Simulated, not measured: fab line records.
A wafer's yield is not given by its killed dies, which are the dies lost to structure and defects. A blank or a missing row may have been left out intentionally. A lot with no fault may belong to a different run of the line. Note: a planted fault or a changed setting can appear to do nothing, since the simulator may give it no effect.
Split-lot trial    flow n5Finfet    route with 1938 steps; 7 lots, 21 wafers read

== THE SPLIT ITSELF ==
At N5_BEOL_M7_HM_DEP_02 (deposits TiN, target thk 20 nm), the setting targetThkA was moved away from the recipe's 200 angstrom on 10 of the 21 wafers read, by -12.8% to +12.6%. For the rest of the wafers, this setting stayed at what the recipe calls for.

== FROM THE SPLIT TO THE READING: what the file shows between them, 8 steps ==
- N5_BEOL_M7_COAT_59: time 60 s, resist thk 100 nm
- N5_BEOL_M7_COAT_60: time 60 s, resist thk 35 nm
- N5_BEOL_M7_STRIP_68: strips in N2/H2
- N5_BEOL_M7_STRIP_67: strips in CF4
- N5_BEOL_M7_HM_OPEN_17: chemistry Cl2/BCl3, target TiN, target depth 20 nm, overetch 6 nm
- N5_BEOL_M7_STRIP_19: strips in O2
- N5_BEOL_M7_STRIP_76: strips in C4F6/O2
- N5_BEOL_M7_STRIP_36: strips in N2/H2

== THE READING ==
TiN_of_BEOL_M7_HM_DEP_02.thkNm (the simulator's own value, which no gauge read), in nm, at N5_BEOL_M7_TRENCH_ETCH_37 (etches SiCOH lowk in C4F6/O2, target depth 93.478 nm, time 31.2 s). No usual value for it is given in the file. The 11 wafers here that ran the recipe average 17.3 nm, standard deviation 0.21 nm.

wafer   tool, chamber at the split  targetThkA as run, angstrom  against the recipe  TiN_of_BEOL_M7_HM_DEP_02.thkNm, nm  against lot-mates on the recipe
L076.1  pvdSputter-03, -            200                          recipe              17                                  -
L076.3  pvdSputter-03, -            209.5                        +4.8%               18.4                                +1.2
L076.5  pvdSputter-03, -            200                          recipe              17.4                                -
L077.1  pvdSputter-03, -            174.4                        -12.8%              15.4                                no lot-mate on the recipe
L077.4  pvdSputter-03, -            174.4                        -12.8%              15.4                                no lot-mate on the recipe
L077.2  pvdSputter-03, -            174.4                        -12.8%              15.2                                no lot-mate on the recipe
L081.2  pvdSputter-02, -            200                          recipe              17.6                                -
L081.5  pvdSputter-02, -            200                          recipe              17.6                                -
L081.3  pvdSputter-02, -            214.7                        +7.3%               19                                  +1.4
L086.4  pvdSputter-02, -            200                          recipe              17                                  -
L086.5  pvdSputter-02, -            200                          recipe              17                                  -
L086.6  pvdSputter-02, -            200                          recipe              17.2                                -
L092.1  pvdSputter-03, -            225.2                        +12.6%              20                                  no lot-mate on the recipe
L092.6  pvdSputter-03, -            225.2                        +12.6%              20                                  no lot-mate on the recipe
L092.3  pvdSputter-03, -            225.2                        +12.6%              20.2                                no lot-mate on the recipe
L094.1  pvdSputter-01, -            200                          recipe              17.2                                -
L094.5  pvdSputter-01, -            189.3                        -5.3%               16.2                                -1.0
L094.6  pvdSputter-01, -            189.3                        -5.3%               16.2                                -1.0
L096.1  pvdSputter-03, -            200                          recipe              17.4                                -
L096.5  pvdSputter-03, -            200                          recipe              17.4                                -
L096.6  pvdSputter-03, -            200                          recipe              17.2                                -

FIT RESULTS
A straight line over all 21 wafers: TiN_of_BEOL_M7_HM_DEP_02.thkNm changes by +0.19 nm for each +1% of targetThkA; r = +0.98; the points scatter about the line by 0.28 nm.
The same after taking each lot's own level away (the mean of its wafers on the recipe; 15 wafers): +0.199 nm for each +1%; r = +0.98; scatter 0.13 nm.
That fit puts the effect of the largest move of targetThkA on the reading at 2.5 nm.
The lots' own levels span 17.07 to 17.60 nm, that is 2.5 times the standard deviation above.
The two slopes are in agreement: the lot-to-lot level therefore moves the slope only a little.
Check: for one of the wafers moved furthest among these (+7.3%), held out of the fit, the line's prediction against its lot-mates is +1.56 nm. It came out at +1.4 nm against them.

== THESE WAFERS: OTHER SPLITS ==
Other splits were also applied to these wafers ahead of the reading. Each is held against what the fit with the lots' levels taken away leaves over:
other split on the same wafers  wafers away from the commonest value  r with TiN_of_BEOL_M7_HM_DEP_02.thkNm (lot level and that fit taken away)
N5_BEOL_M5_EXPOSE_08 doseMj     4                                     -0.18
N5_BEOL_M6_COAT_22 spinRpm      6                                     -0.34
N5_BEOL_M7_PECVD_70 timeS       9                                     +0.13

== THE WHOLE CHAIN: every reading that the file lists as answering this split, in the file's order ==
step                       what it does                                                       reading                                                                          change (the file's fit)                r (the file's)
N5_BEOL_M7_HM_DEP_02       deposits TiN, target thk 20 nm                                     TiN_of_BEOL_M7_HM_DEP_02.thkNm (the simulator's own value, which no gauge read)  +0.191 nm for each +1% of the setting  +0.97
N5_BEOL_M7_HM_OPEN_17      chemistry Cl2/BCl3, target TiN, target depth 20 nm, overetch 6 nm  etch.depthNm (the simulator's own value, which no gauge read)                    +0.189 nm for each +1% of the setting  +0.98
N5_BEOL_M7_TRENCH_ETCH_37  etches SiCOH lowk in C4F6/O2, target depth 93.478 nm, time 31.2 s  TiN_of_BEOL_M7_HM_DEP_02.thkNm (the simulator's own value, which no gauge read)  +0.203 nm for each +1% of the setting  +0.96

== THE FILE'S OWN FIT ==
TiN_of_BEOL_M7_HM_DEP_02.thkNm changes by +0.203 nm for each +1% of targetThkA, r = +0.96.
